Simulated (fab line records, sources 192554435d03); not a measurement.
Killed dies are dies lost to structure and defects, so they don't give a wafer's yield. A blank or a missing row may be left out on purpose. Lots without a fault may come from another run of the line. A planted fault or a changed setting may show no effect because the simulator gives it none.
Chamber matching | flow n5_finfet | N5_BEOL_M8_ETCH_66 on rie_diel-02: 4 sister chambers
The step etches SOC in N2/H2, target depth 80 nm, overetch 16 nm, time 120 s. 4 wafers are shown with their chamber, then 7 later ones without.

WAFERS WITH THEIR CHAMBER
wafer  | chamber | drypump_motor_current_A (A)
L088.3 | 2       | 5.8
L088.4 | 3       | 4.9
L090.1 | 1       | 5.2
L090.2 | 0       | 6.1

WAFERS WITHOUT THEIR CHAMBER
wafer  | drypump_motor_current_A (A)
L090.4 | 5.7
L091.4 | 5.2
L091.5 | 6.2
L091.6 | 4.9
L097.2 | 5.2
L097.3 | 6.1
L097.5 | 5.2

WHICH CHAMBER EACH WENT THROUGH
wafer  | from the rows above | in truth
L090.4 | 2                   | 2
L091.4 | 1                   | 1
L091.5 | 0                   | 0
L091.6 | 3                   | 3
L097.2 | 1                   | 1
L097.3 | 0                   | 0
L097.5 | 1                   | 1
Placed correctly: 7 of 7. Can't be placed from these rows: 0. Placed wrongly: 0.
How it was worked out, from the rows above alone: a wafer's distance from a chamber is the root of the sum, over the readings, of the square of ((its reading less the chamber's mean) divided by the reading's scatter). The wafer belongs to the nearest chamber; if the next one is less than 2 further off, it can't be placed. A chamber's mean is the mean of its shown wafers. The scatter: with one shown wafer a chamber, the root of the mean of the squares of how far each hidden wafer lies from its nearest shown one.
